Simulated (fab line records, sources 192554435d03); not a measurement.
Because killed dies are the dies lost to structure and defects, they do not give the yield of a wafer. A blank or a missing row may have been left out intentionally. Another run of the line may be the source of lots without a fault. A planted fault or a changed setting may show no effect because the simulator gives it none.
Which tool is to blame? :: flow n5-finfet :: 72 wafers from 24 lots sampled at 5 of the route's 1938 steps

## WHAT THE GAUGES READ, wafer by wafer
N5_BEOL_M12_RS_MEAS_54: measurement is done with a four-point probe. Usual: M12_RS 0.0603 ohm/sq, standard deviation 0.00086.
lot: L074
measured: day 10 13:12
on: film-metro-01
M12_RS (ohm/sq): 0.0607 0.0599 0.0620
flag: 

lot: L076
measured: day 11 00:28
on: film-metro-02
M12_RS (ohm/sq): 0.0591 0.0605 0.0596
flag: 

lot: L075
measured: day 11 16:05
on: film-metro-01
M12_RS (ohm/sq): 0.0606 0.0596 0.0613
flag: 

lot: L077
measured: day 11 23:05
on: film-metro-01
M12_RS (ohm/sq): 0.0605 0.0605 0.0607
flag: 

lot: L078
measured: day 12 11:22
on: film-metro-02
M12_RS (ohm/sq): 0.0599 0.0611 0.0598
flag: 

lot: L079
measured: day 12 17:49
on: film-metro-01
M12_RS (ohm/sq): 0.0597 0.0603 0.0603
flag: 

lot: L080
measured: day 12 23:05
on: film-metro-02
M12_RS (ohm/sq): 0.0600 0.0604 0.0599
flag: 

lot: L083
measured: day 13 10:55
on: film-metro-01
M12_RS (ohm/sq): 0.0590 0.0587 0.0581
flag: 

lot: L081
measured: day 13 18:04
on: film-metro-01
M12_RS (ohm/sq): 0.0620 0.0614 0.0621
flag: 

lot: L082
measured: day 13 19:19
on: film-metro-01
M12_RS (ohm/sq): 0.0593 0.0587 0.0600
flag: 

lot: L084
measured: day 14 00:58
on: film-metro-01
M12_RS (ohm/sq): 0.0617 0.0626 0.0606
flag: 

lot: L085
measured: day 14 12:55
on: film-metro-01
M12_RS (ohm/sq): 0.0595 0.0597 0.0589
flag: 

lot: L086
measured: day 14 17:37
on: film-metro-02
M12_RS (ohm/sq): 0.0595 0.0599 0.0604
flag: 

lot: L089
measured: day 14 17:41
on: film-metro-01
M12_RS (ohm/sq): 0.0618 0.0592 0.0619
flag: 

lot: L087
measured: day 14 22:38
on: film-metro-02
M12_RS (ohm/sq): 0.0605 0.0607 0.0622
flag: 

lot: L088
measured: day 15 02:09
on: film-metro-01
M12_RS (ohm/sq): 0.0601 0.0605 0.0606
flag: 

lot: L090
measured: day 15 06:47
on: film-metro-02
M12_RS (ohm/sq): 0.0606 0.0605 0.0606
flag: 

lot: L092
measured: day 15 15:10
on: film-metro-02
M12_RS (ohm/sq): 0.0604 0.0597 0.0601
flag: 

lot: L093
measured: day 15 15:34
on: film-metro-01
M12_RS (ohm/sq): 0.0616 0.0591 0.0604
flag: 

lot: L091
measured: day 15 21:16
on: film-metro-01
M12_RS (ohm/sq): 0.0607 0.0606 0.0602
flag: 

lot: L094
measured: day 16 18:20
on: film-metro-02
M12_RS (ohm/sq): 0.0605 0.0595 0.0615
flag: 

lot: L095
measured: day 16 18:22
on: film-metro-01
M12_RS (ohm/sq): 0.0603 0.0592 0.0610
flag: 

lot: L097
measured: day 17 10:11
on: film-metro-02
M12_RS (ohm/sq): 0.0601 0.0598 0.0598
flag: 

lot: L096
measured: day 17 20:37
on: film-metro-01
M12_RS (ohm/sq): 0.0613 0.0606 0.0594
flag: 

N5_BEOL_M13_CD_MEAS_10: target cd 190 nm. Usual: cd-nm reads 189.3 nm (standard deviation 0.98).
lot: L074
measured: day 10 13:54
on: cd-sem-02
cd-nm (nm): 191.1 191.5 190.9
flag: 

lot: L076
measured: day 11 00:59
on: cd-sem-02
cd-nm (nm): 188.8 189.5 190.7
flag: 

lot: L075
measured: day 11 16:44
on: cd-sem-01
cd-nm (nm): 187.9 188.4 188.1
flag: 

lot: L077
measured: day 11 23:36
on: cd-sem-02
cd-nm (nm): 190.2 188.9 190.7
flag: 

lot: L078
measured: day 12 11:53
on: cd-sem-02
cd-nm (nm): 189.8 189.3 189.8
flag: 

lot: L079
measured: day 12 18:20
on: cd-sem-01
cd-nm (nm): 190.6 188.6 189.2
flag: 

lot: L080
measured: day 12 23:36
on: cd-sem-02
cd-nm (nm): 189.7 189.7 189.6
flag: 

lot: L083
measured: day 13 11:34
on: cd-sem-01
cd-nm (nm): 188.7 188.8 188.0
flag: 

lot: L081
measured: day 13 18:35
on: cd-sem-01
cd-nm (nm): 188.8 188.3 188.8
flag: 

lot: L082
measured: day 13 19:50
on: cd-sem-01
cd-nm (nm): 189.1 189.5 188.9
flag: 

lot: L084
measured: day 14 01:36
on: cd-sem-02
cd-nm (nm): 187.7 187.8 188.1
flag: 

lot: L085
measured: day 14 13:26
on: cd-sem-01
cd-nm (nm): 188.9 188.5 188.7
flag: 

lot: L086
measured: day 14 18:15
on: cd-sem-03
cd-nm (nm): 189.1 189.1 189.6
flag: 

lot: L089
measured: day 14 18:17
on: cd-sem-01
cd-nm (nm): 189.8 189.2 190.2
flag: 

lot: L087
measured: day 14 23:10
on: cd-sem-01
cd-nm (nm): 190.2 189.0 190.1
flag: 

lot: L088
measured: day 15 02:48
on: cd-sem-01
cd-nm (nm): 190.9 191.3 190.8
flag: 

lot: L090
measured: day 15 07:18
on: cd-sem-01
cd-nm (nm): 189.5 190.1 190.2
flag: 

lot: L092
measured: day 15 15:41
on: cd-sem-01
cd-nm (nm): 189.0 189.1 189.1
flag: 

lot: L093
measured: day 15 16:13
on: cd-sem-03
cd-nm (nm): 189.4 190.7 190.1
flag: 

lot: L091
measured: day 15 22:00
on: cd-sem-03
cd-nm (nm): 188.3 188.2 189.2
flag: 

lot: L094
measured: day 16 18:59
on: cd-sem-02
cd-nm (nm): 187.7 187.7 187.3
flag: 

lot: L095
measured: day 16 19:08
on: cd-sem-01
cd-nm (nm): 190.0 189.0 189.7
flag: 

lot: L097
measured: day 17 10:43
on: cd-sem-03
cd-nm (nm): 189.7 190.6 190.6
flag: 

lot: L096
measured: day 17 21:16
on: cd-sem-01
cd-nm (nm): 189.1 188.5 189.1
flag: 

## EACH LOT AND THE TOOL THAT RAN IT (in order: tool; ch and the chambers of the sampled wafers; start)
lot: L074
N5_BEOL_M12_DESCUM_33: rie-diel-02 ch 0,1,3, day 10 08:24
N5_BEOL_M12_PRE_CLEAN_42: pvd-sputter-02, day 10 11:59
N5_BEOL_M13_ILD_DEP_00: pecvd-02 ch 0,1, day 10 13:16

lot: L076
N5_BEOL_M12_DESCUM_33: rie-diel-01 ch 1,2,3, day 10 19:01
N5_BEOL_M12_PRE_CLEAN_42: pvd-sputter-03, day 10 23:11
N5_BEOL_M13_ILD_DEP_00: pecvd-01 ch 1,2, day 11 00:32

lot: L075
N5_BEOL_M12_DESCUM_33: rie-diel-04 ch 0,3, day 11 12:53
N5_BEOL_M12_PRE_CLEAN_42: pvd-sputter-03, day 11 14:55
N5_BEOL_M13_ILD_DEP_00: pecvd-01 ch 0,1,2, day 11 16:13

lot: L077
N5_BEOL_M12_DESCUM_33: rie-diel-01 ch 1,2,3, day 11 20:11
N5_BEOL_M12_PRE_CLEAN_42: pvd-sputter-02, day 11 21:46
N5_BEOL_M13_ILD_DEP_00: pecvd-02 ch 0,1,2, day 11 23:12

lot: L078
N5_BEOL_M12_DESCUM_33: rie-diel-02 ch 1,2,3, day 12 05:56
N5_BEOL_M12_PRE_CLEAN_42: pvd-sputter-03, day 12 09:38
N5_BEOL_M13_ILD_DEP_00: pecvd-03 ch 0,1, day 12 11:26

lot: L079
N5_BEOL_M12_DESCUM_33: rie-diel-04 ch 1,2, day 12 14:59
N5_BEOL_M12_PRE_CLEAN_42: pvd-sputter-02, day 12 16:38
N5_BEOL_M13_ILD_DEP_00: pecvd-01 ch 0,1, day 12 17:52

lot: L080
N5_BEOL_M12_DESCUM_33: rie-diel-01 ch 0,3, day 12 20:36
N5_BEOL_M12_PRE_CLEAN_42: pvd-sputter-03, day 12 21:55
N5_BEOL_M13_ILD_DEP_00: pecvd-02 ch 0,1,2, day 12 23:09

lot: L083
N5_BEOL_M12_DESCUM_33: rie-diel-04 ch 0,2, day 13 03:47
N5_BEOL_M12_PRE_CLEAN_42: pvd-sputter-02, day 13 09:38
N5_BEOL_M13_ILD_DEP_00: pecvd-01 ch 1,2, day 13 10:59

lot: L081
N5_BEOL_M12_DESCUM_33: rie-diel-02 ch 2,3, day 13 13:40
N5_BEOL_M12_PRE_CLEAN_42: pvd-sputter-02, day 13 16:17
N5_BEOL_M13_ILD_DEP_00: pecvd-02 ch 0,1, day 13 18:08

lot: L082
N5_BEOL_M12_DESCUM_33: rie-diel-01 ch 0,1,3, day 13 14:40
N5_BEOL_M12_PRE_CLEAN_42: pvd-sputter-03, day 13 18:08
N5_BEOL_M13_ILD_DEP_00: pecvd-01 ch 1,2, day 13 19:23

lot: L084
N5_BEOL_M12_DESCUM_33: rie-diel-02 ch 1,2,3, day 13 22:02
N5_BEOL_M12_PRE_CLEAN_42: pvd-sputter-01, day 13 23:38
N5_BEOL_M13_ILD_DEP_00: pecvd-03 ch 0,2, day 14 01:01

lot: L085
N5_BEOL_M12_DESCUM_33: rie-diel-04 ch 1,2,3, day 14 08:24
N5_BEOL_M12_PRE_CLEAN_42: pvd-sputter-01, day 14 10:37
N5_BEOL_M13_ILD_DEP_00: pecvd-03 ch 0,1,2, day 14 12:58

lot: L086
N5_BEOL_M12_DESCUM_33: rie-diel-04 ch 0,1,3, day 14 15:04
N5_BEOL_M12_PRE_CLEAN_42: pvd-sputter-03, day 14 16:26
N5_BEOL_M13_ILD_DEP_00: pecvd-02 ch 0,1,2, day 14 17:44

lot: L089
N5_BEOL_M12_DESCUM_33: rie-diel-02 ch 0,3, day 14 15:17
N5_BEOL_M12_PRE_CLEAN_42: pvd-sputter-02, day 14 16:28
N5_BEOL_M13_ILD_DEP_00: pecvd-03 ch 1,2, day 14 17:45

lot: L087
N5_BEOL_M12_DESCUM_33: rie-diel-02 ch 1,2,3, day 14 18:16
N5_BEOL_M12_PRE_CLEAN_42: pvd-sputter-03, day 14 21:28
N5_BEOL_M13_ILD_DEP_00: pecvd-01 ch 0,1,2, day 14 22:42

lot: L088
N5_BEOL_M12_DESCUM_33: rie-diel-01 ch 1,2, day 14 23:31
N5_BEOL_M12_PRE_CLEAN_42: pvd-sputter-02, day 15 00:58
N5_BEOL_M13_ILD_DEP_00: pecvd-03 ch 1,2, day 15 02:13

lot: L090
N5_BEOL_M12_DESCUM_33: rie-diel-01 ch 0,2,3, day 15 04:22
N5_BEOL_M12_PRE_CLEAN_42: pvd-sputter-03, day 15 05:36
N5_BEOL_M13_ILD_DEP_00: pecvd-02 ch 0,1,2, day 15 06:50

lot: L092
N5_BEOL_M12_DESCUM_33: rie-diel-04 ch 0,1,3, day 15 09:34
N5_BEOL_M12_PRE_CLEAN_42: pvd-sputter-02, day 15 13:59
N5_BEOL_M13_ILD_DEP_00: pecvd-02 ch 1,2, day 15 15:14

lot: L093
N5_BEOL_M12_DESCUM_33: rie-diel-02 ch 0,1,3, day 15 09:55
N5_BEOL_M12_PRE_CLEAN_42: pvd-sputter-03, day 15 14:23
N5_BEOL_M13_ILD_DEP_00: pecvd-01 ch 1,2, day 15 15:37

lot: L091
N5_BEOL_M12_DESCUM_33: rie-diel-04 ch 0,1,3, day 15 18:14
N5_BEOL_M12_PRE_CLEAN_42: pvd-sputter-02, day 15 20:05
N5_BEOL_M13_ILD_DEP_00: pecvd-01 ch 0,1,2, day 15 21:25

lot: L094
N5_BEOL_M12_DESCUM_33: rie-diel-02 ch 0,1,2, day 16 13:44
N5_BEOL_M12_PRE_CLEAN_42: pvd-sputter-03, day 16 17:10
N5_BEOL_M13_ILD_DEP_00: pecvd-03 ch 0,1,2, day 16 18:24

lot: L095
N5_BEOL_M12_DESCUM_33: rie-diel-02 ch 0,2, day 16 15:34
N5_BEOL_M12_PRE_CLEAN_42: pvd-sputter-02, day 16 17:11
N5_BEOL_M13_ILD_DEP_00: pecvd-01 ch 0,1,2, day 16 18:26

lot: L097
N5_BEOL_M12_DESCUM_33: rie-diel-01 ch 0,2,3, day 17 06:30
N5_BEOL_M12_PRE_CLEAN_42: pvd-sputter-01, day 17 08:49
N5_BEOL_M13_ILD_DEP_00: pecvd-01 ch 0,1,2, day 17 10:16

lot: L096
N5_BEOL_M12_DESCUM_33: rie-diel-01 ch 0,3, day 17 16:34
N5_BEOL_M12_PRE_CLEAN_42: pvd-sputter-03, day 17 19:24
N5_BEOL_M13_ILD_DEP_00: pecvd-01 ch 0,1,2, day 17 20:44
- N5_BEOL_M12_DESCUM_33: chemistry O2, time 7.9 s.
- N5_BEOL_M12_PRE_CLEAN_42: time 30 s.
- N5_BEOL_M13_ILD_DEP_00: deposits SiOC from DEMS/O2, target thk 837.92 nm, time 166.4 s.

## AS READ BY THE TOOLS THEMSELVES (means over the sampled wafers that have a number; for cases with no such wafer, the mark the record gives instead)
N5_BEOL_M12_DESCUM_33. Usual: chamber-pressure-mTorr 20.001 mTorr, standard deviation 0.019; drypump-motor-current-A 5.5 A, standard deviation 0.37; oes-product-au 0.80 a.u., standard deviation 0.081; rf-vpp-V 243.4 V, standard deviation 1.2; showerhead-plenum-p-Torr 2.11 Torr, standard deviation 0.056; throttle-valve-pct 20.43 %, standard deviation 0.16.
lot: L074
tool: rie-diel-02
chamber-pressure-mTorr (mTorr): 20.000
drypump-motor-current-A (A): 5.2
oes-product-au (a.u.): 0.74
rf-vpp-V (V): 244.2
showerhead-plenum-p-Torr (Torr): 2.14
throttle-valve-pct (%): 20.63
flag: 

lot: L076
tool: rie-diel-01
chamber-pressure-mTorr (mTorr): 20.005
drypump-motor-current-A (A): 5.9
oes-product-au (a.u.): 0.79
rf-vpp-V (V): 243.5
showerhead-plenum-p-Torr (Torr): 2.13
throttle-valve-pct (%): 20.35
flag: 

lot: L075
tool: rie-diel-04
chamber-pressure-mTorr (mTorr): 20.017
drypump-motor-current-A (A): 5.7
oes-product-au (a.u.): 0.74
rf-vpp-V (V): 243.5
showerhead-plenum-p-Torr (Torr): 2.08
throttle-valve-pct (%): 20.60
flag: 

lot: L077
tool: rie-diel-01
chamber-pressure-mTorr (mTorr): 19.998
drypump-motor-current-A (A): 5.9
oes-product-au (a.u.): 0.79
rf-vpp-V (V): 243.7
showerhead-plenum-p-Torr (Torr): 2.13
throttle-valve-pct (%): 20.36
flag: 

lot: L078
tool: rie-diel-02
chamber-pressure-mTorr (mTorr): 19.988
drypump-motor-current-A (A): 5.1
oes-product-au (a.u.): 0.74
rf-vpp-V (V): 243.0
showerhead-plenum-p-Torr (Torr): 2.11
throttle-valve-pct (%): 20.49
flag: 

lot: L079
tool: rie-diel-04
chamber-pressure-mTorr (mTorr): 20.010
drypump-motor-current-A (A): 5.4
oes-product-au (a.u.): 0.84
rf-vpp-V (V): 242.7
showerhead-plenum-p-Torr (Torr): 2.07
throttle-valve-pct (%): 20.43
flag: 

lot: L080
tool: rie-diel-01
chamber-pressure-mTorr (mTorr): 19.988
drypump-motor-current-A (A): 5.4
oes-product-au (a.u.): 0.83
rf-vpp-V (V): 243.9
showerhead-plenum-p-Torr (Torr): 2.14
throttle-valve-pct (%): 20.25
flag: 

lot: L083
tool: rie-diel-04
chamber-pressure-mTorr (mTorr): 20.019
drypump-motor-current-A (A): 5.5
oes-product-au (a.u.): 0.87
rf-vpp-V (V): 243.9
showerhead-plenum-p-Torr (Torr): 2.10
throttle-valve-pct (%): 20.43
flag: 

lot: L081
tool: rie-diel-02
chamber-pressure-mTorr (mTorr): 19.981
drypump-motor-current-A (A): 5.2
oes-product-au (a.u.): 0.69
rf-vpp-V (V): 244.8
showerhead-plenum-p-Torr (Torr): 2.12
throttle-valve-pct (%): 20.40
flag: 

lot: L082
tool: rie-diel-01
chamber-pressure-mTorr (mTorr): 20.003
drypump-motor-current-A (A): 5.6
oes-product-au (a.u.): 0.88
rf-vpp-V (V): 243.5
showerhead-plenum-p-Torr (Torr): 2.12
throttle-valve-pct (%): 20.22
flag: 

lot: L084
tool: rie-diel-02
chamber-pressure-mTorr (mTorr): 19.976
drypump-motor-current-A (A): 5.1
oes-product-au (a.u.): 0.72
rf-vpp-V (V): 242.8
showerhead-plenum-p-Torr (Torr): 2.10
throttle-valve-pct (%): 20.50
flag: 

lot: L085
tool: rie-diel-04
chamber-pressure-mTorr (mTorr): 20.002
drypump-motor-current-A (A): 5.5
oes-product-au (a.u.): 0.82
rf-vpp-V (V): 243.5
showerhead-plenum-p-Torr (Torr): 2.08
throttle-valve-pct (%): 20.49
flag: 

lot: L086
tool: rie-diel-04
chamber-pressure-mTorr (mTorr): 19.998
drypump-motor-current-A (A): 5.6
oes-product-au (a.u.): 0.85
rf-vpp-V (V): 242.8
showerhead-plenum-p-Torr (Torr): 2.07
throttle-valve-pct (%): 20.40
flag: 

lot: L089
tool: rie-diel-02
chamber-pressure-mTorr (mTorr): 20.001
drypump-motor-current-A (A): 5.3
oes-product-au (a.u.): 0.76
rf-vpp-V (V): 244.4
showerhead-plenum-p-Torr (Torr): 2.14
throttle-valve-pct (%): 20.45
flag: 

lot: L087
tool: rie-diel-02
chamber-pressure-mTorr (mTorr): 19.979
drypump-motor-current-A (A): 5.1
oes-product-au (a.u.): 0.72
rf-vpp-V (V): 243.4
showerhead-plenum-p-Torr (Torr): 2.10
throttle-valve-pct (%): 20.53
flag: 

lot: L088
tool: rie-diel-01
chamber-pressure-mTorr (mTorr): 19.997
drypump-motor-current-A (A): 6.0
oes-product-au (a.u.): 0.89
rf-vpp-V (V): 243.2
showerhead-plenum-p-Torr (Torr): 2.16
throttle-valve-pct (%): 20.19
flag: 

lot: L090
tool: rie-diel-01
chamber-pressure-mTorr (mTorr): 20.011
drypump-motor-current-A (A): 5.7
oes-product-au (a.u.): 0.81
rf-vpp-V (V): 243.0
showerhead-plenum-p-Torr (Torr): 2.14
throttle-valve-pct (%): 20.32
flag: 

lot: L092
tool: rie-diel-04
chamber-pressure-mTorr (mTorr): 20.015
drypump-motor-current-A (A): 5.6
oes-product-au (a.u.): 0.84
rf-vpp-V (V): 243.4
showerhead-plenum-p-Torr (Torr): 2.06
throttle-valve-pct (%): 20.42
flag: 

lot: L093
tool: rie-diel-02
chamber-pressure-mTorr (mTorr): 19.987
drypump-motor-current-A (A): 5.1
oes-product-au (a.u.): 0.78
rf-vpp-V (V): 243.6
showerhead-plenum-p-Torr (Torr): 2.12
throttle-valve-pct (%): 20.57
flag: 

lot: L091
tool: rie-diel-04
chamber-pressure-mTorr (mTorr): 19.994
drypump-motor-current-A (A): 5.6
oes-product-au (a.u.): 0.84
rf-vpp-V (V): 242.9
showerhead-plenum-p-Torr (Torr): 2.06
throttle-valve-pct (%): 20.43
flag: 

lot: L094
tool: rie-diel-02
chamber-pressure-mTorr (mTorr): 20.015
drypump-motor-current-A (A): 5.3
oes-product-au (a.u.): 0.77
rf-vpp-V (V): 243.5
showerhead-plenum-p-Torr (Torr): 2.09
throttle-valve-pct (%): 20.62
flag: 

lot: L095
tool: rie-diel-02
chamber-pressure-mTorr (mTorr): 19.997
drypump-motor-current-A (A): 5.6
oes-product-au (a.u.): 0.74
rf-vpp-V (V): 241.7
showerhead-plenum-p-Torr (Torr): 2.08
throttle-valve-pct (%): 20.52
flag: 

lot: L097
tool: rie-diel-01
chamber-pressure-mTorr (mTorr): 20.020
drypump-motor-current-A (A): 5.7
oes-product-au (a.u.): 0.79
rf-vpp-V (V): 244.0
showerhead-plenum-p-Torr (Torr): 2.13
throttle-valve-pct (%): 20.35
flag: 

lot: L096
tool: rie-diel-01
chamber-pressure-mTorr (mTorr): 20.007
drypump-motor-current-A (A): 5.4
oes-product-au (a.u.): 0.79
rf-vpp-V (V): 243.7
showerhead-plenum-p-Torr (Torr): 2.13
throttle-valve-pct (%): 20.31
flag: 

N5_BEOL_M12_PRE_CLEAN_42. Usual: heater-power-w reads 325 W (standard deviation 36).
lot: L074
tool: pvd-sputter-02
heater-power-w (W): 345
flag: 

lot: L076
tool: pvd-sputter-03
heater-power-w (W): 331
flag: 

lot: L075
tool: pvd-sputter-03
heater-power-w (W): 346
flag: 

lot: L077
tool: pvd-sputter-02
heater-power-w (W): 344
flag: 

lot: L078
tool: pvd-sputter-03
heater-power-w (W): 345
flag: 

lot: L079
tool: pvd-sputter-02
heater-power-w (W): 335
flag: 

lot: L080
tool: pvd-sputter-03
heater-power-w (W): 358
flag: 

lot: L083
tool: pvd-sputter-02
heater-power-w (W): 277
flag: 

lot: L081
tool: pvd-sputter-02
heater-power-w (W): 275
flag: 

lot: L082
tool: pvd-sputter-03
heater-power-w (W): 345
flag: 

lot: L084
tool: pvd-sputter-01
heater-power-w (W): 333
flag: 

lot: L085
tool: pvd-sputter-01
heater-power-w (W): 309
flag: 

lot: L086
tool: pvd-sputter-03
heater-power-w (W): 334
flag: 

lot: L089
tool: pvd-sputter-02
heater-power-w (W): 345
flag: 

lot: L087
tool: pvd-sputter-03
heater-power-w (W): 331
flag: 

lot: L088
tool: pvd-sputter-02
heater-power-w (W): 275
flag: 

lot: L090
tool: pvd-sputter-03
heater-power-w (W): 338
flag: 

lot: L092
tool: pvd-sputter-02
heater-power-w (W): 309
flag: 

lot: L093
tool: pvd-sputter-03
heater-power-w (W): 342
flag: 

lot: L091
tool: pvd-sputter-02
heater-power-w (W): 342
flag: 

lot: L094
tool: pvd-sputter-03
heater-power-w (W): 341
flag: 

lot: L095
tool: pvd-sputter-02
heater-power-w (W): 342
flag: 

lot: L097
tool: pvd-sputter-01
heater-power-w (W): 329
flag: 

lot: L096
tool: pvd-sputter-03
heater-power-w (W): 332
flag: 

N5_BEOL_M13_ILD_DEP_00. Usual: heater-power-w 433 W, standard deviation 77; showerhead-plenum-p-Torr 5.689 Torr, standard deviation 0.013; throttle-valve-pct 12.0 %, standard deviation 0.56.
lot: L074
tool: pecvd-02
heater-power-w (W): 426
showerhead-plenum-p-Torr (Torr): 5.694
throttle-valve-pct (%): 11.7
flag: 

lot: L076
tool: pecvd-01
heater-power-w (W): 388
showerhead-plenum-p-Torr (Torr): 5.694
throttle-valve-pct (%): 12.0
flag: 

lot: L075
tool: pecvd-01
heater-power-w (W): 416
showerhead-plenum-p-Torr (Torr): 5.690
throttle-valve-pct (%): 11.8
flag: 

lot: L077
tool: pecvd-02
heater-power-w (W): 429
showerhead-plenum-p-Torr (Torr): 5.676
throttle-valve-pct (%): 11.8
flag: 

lot: L078
tool: pecvd-03
heater-power-w (W): 474
showerhead-plenum-p-Torr (Torr): 5.696
throttle-valve-pct (%): 12.6
flag: 

lot: L079
tool: pecvd-01
heater-power-w (W): 395
showerhead-plenum-p-Torr (Torr): 5.691
throttle-valve-pct (%): 11.9
flag: 

lot: L080
tool: pecvd-02
heater-power-w (W): 409
showerhead-plenum-p-Torr (Torr): 5.685
throttle-valve-pct (%): 11.7
flag: 

lot: L083
tool: pecvd-01
heater-power-w (W): 367
showerhead-plenum-p-Torr (Torr): 5.695
throttle-valve-pct (%): 12.1
flag: 

lot: L081
tool: pecvd-02
heater-power-w (W): 403
showerhead-plenum-p-Torr (Torr): 5.694
throttle-valve-pct (%): 11.9
flag: 

lot: L082
tool: pecvd-01
heater-power-w (W): 400
showerhead-plenum-p-Torr (Torr): 5.698
throttle-valve-pct (%): 12.1
flag: 

lot: L084
tool: pecvd-03
heater-power-w (W): 455
showerhead-plenum-p-Torr (Torr): 5.695
throttle-valve-pct (%): 12.6
flag: 

lot: L085
tool: pecvd-03
heater-power-w (W): 509
showerhead-plenum-p-Torr (Torr): 5.688
throttle-valve-pct (%): 12.5
flag: 

lot: L086
tool: pecvd-02
heater-power-w (W): 393
showerhead-plenum-p-Torr (Torr): 5.679
throttle-valve-pct (%): 11.9
flag: 

lot: L089
tool: pecvd-03
heater-power-w (W): 525
showerhead-plenum-p-Torr (Torr): 5.693
throttle-valve-pct (%): 12.2
flag: 

lot: L087
tool: pecvd-01
heater-power-w (W): 403
showerhead-plenum-p-Torr (Torr): 5.687
throttle-valve-pct (%): 11.8
flag: 

lot: L088
tool: pecvd-03
heater-power-w (W): 584
showerhead-plenum-p-Torr (Torr): 5.691
throttle-valve-pct (%): 11.9
flag: 

lot: L090
tool: pecvd-02
heater-power-w (W): 394
showerhead-plenum-p-Torr (Torr): 5.696
throttle-valve-pct (%): 12.0
flag: 

lot: L092
tool: pecvd-02
heater-power-w (W): 401
showerhead-plenum-p-Torr (Torr): 5.678
throttle-valve-pct (%): 11.8
flag: 

lot: L093
tool: pecvd-01
heater-power-w (W): 395
showerhead-plenum-p-Torr (Torr): 5.692
throttle-valve-pct (%): 12.3
flag: 

lot: L091
tool: pecvd-01
heater-power-w (W): 417
showerhead-plenum-p-Torr (Torr): 5.685
throttle-valve-pct (%): 11.8
flag: 

lot: L094
tool: pecvd-03
heater-power-w (W): 507
showerhead-plenum-p-Torr (Torr): 5.703
throttle-valve-pct (%): 12.5
flag: 

lot: L095
tool: pecvd-01
heater-power-w (W): 417
showerhead-plenum-p-Torr (Torr): 5.685
throttle-valve-pct (%): 11.7
flag: 

lot: L097
tool: pecvd-01
heater-power-w (W): 403
showerhead-plenum-p-Torr (Torr): 5.692
throttle-valve-pct (%): 11.8
flag: 

lot: L096
tool: pecvd-01
heater-power-w (W): 417
showerhead-plenum-p-Torr (Torr): 5.694
throttle-valve-pct (%): 11.9
flag: 

## THE ANSWER, worked out from the rows above alone
Rule: lot off if the mean of its wafers having a number is beyond 3 standard deviations from the usual mean. Also off: a lot with no number at a reading for which 4 or more lots have one. The other lots that the step has rows for count as sound. The gauges are gone through in route order, then the tools' own readings, and for those a lot's mean is taken as printed above. At the first step where some lot is off, the reading lying furthest off is the one used; lots without a number count as furthest.
No lot is off at any reading shown: from this, nothing can be told.

## WHAT THE SIMULATOR HAD INSERTED
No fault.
